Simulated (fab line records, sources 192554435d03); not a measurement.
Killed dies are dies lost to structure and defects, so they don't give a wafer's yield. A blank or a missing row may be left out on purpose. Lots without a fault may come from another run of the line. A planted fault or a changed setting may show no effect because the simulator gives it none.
One fault seen from 2 desks | flow n5_finfet | each desk has only its own numbers; what lay behind them comes last

THE METROLOGY DESK
What the gauges read, lot by lot, whatever tool the lot ran on: means of the sampled wafers that have a number. A lot is out of limits, marked OUT, if its mean lies more than 4 standard deviations from the usual mean; the brackets give that distance. Of its 10 readings 7 are shown: those that lie furthest out on some lot.
Columns: A = DIBL_P at N5_BEOL_M4_RC_MEAS_101, usual 35.6 mV/V; B = IOFF_N at N5_BEOL_M4_RC_MEAS_101, usual 0.148 nA/um; C = IOFF_P at N5_BEOL_M4_RC_MEAS_101, usual 0.20 nA/um; D = ION_N at N5_BEOL_M4_RC_MEAS_101, usual 672 uA/um; E = ION_P at N5_BEOL_M4_RC_MEAS_101, usual 462 uA/um; F = VT_N at N5_BEOL_M4_RC_MEAS_101, usual 251 mV; G = VT_P at N5_BEOL_M4_RC_MEAS_101, usual -251 mV
lot  | first seen here | A    | B     | C    | D   | E   | F   | G
L528 | day 8 03:08     | 37.8 | 0.153 | 0.21 | 675 | 468 | 250 | -249
L543 | day 11 22:40    | 36.3 | 0.165 | 0.21 | 681 | 463 | 250 | -251
L544 | day 12 00:31    | 37.0 | 0.131 | 0.16 | 656 | 445 | 258 | -256
L547 | day 12 19:05    | 35.9 | 0.169 | 0.20 | 670 | 454 | 252 | -251
L550 | day 13 23:01    | 36.9 | 0.185 | 0.24 | 694 | 475 | 248 | -247
This desk's finding: nothing out of limits on any of the 5 lots.

THE TOOL OWNER'S DESK: pvd_sputter-01
The tool's own readings at N5_BEOL_M3_HM_DEP_02 (deposits TiN, target thk 20 nm): means of the sampled wafers that have a number, for each lot that ran on this tool. A lot is out of limits, marked OUT, if its mean lies more than 4 standard deviations from the usual mean; the brackets give that distance.
Columns: A = substrate_temp_c at N5_BEOL_M3_HM_DEP_02, usual 24.98 C; B = susceptor_temp_C at N5_BEOL_M3_HM_DEP_02, usual 25.00 C; C = throttle_valve_pct at N5_BEOL_M3_HM_DEP_02, usual 30.4 %
lot  | first seen here | A     | B     | C
L528 | day 7 10:52     | 25.03 | 24.95 | 30.4
L543 | day 10 22:46    | 25.03 | 25.04 | 31.0
L544 | day 10 23:27    | 24.88 | 25.06 | 30.0
L547 | day 12 02:15    | 25.06 | 24.99 | 31.4
This desk's finding: nothing out of limits on any of the 4 lots.

PUT TOGETHER
The metrology desk saw nothing out of limits.
The tool owner's desk saw nothing out of limits.

WHAT THE SIMULATOR HAD PUT IN
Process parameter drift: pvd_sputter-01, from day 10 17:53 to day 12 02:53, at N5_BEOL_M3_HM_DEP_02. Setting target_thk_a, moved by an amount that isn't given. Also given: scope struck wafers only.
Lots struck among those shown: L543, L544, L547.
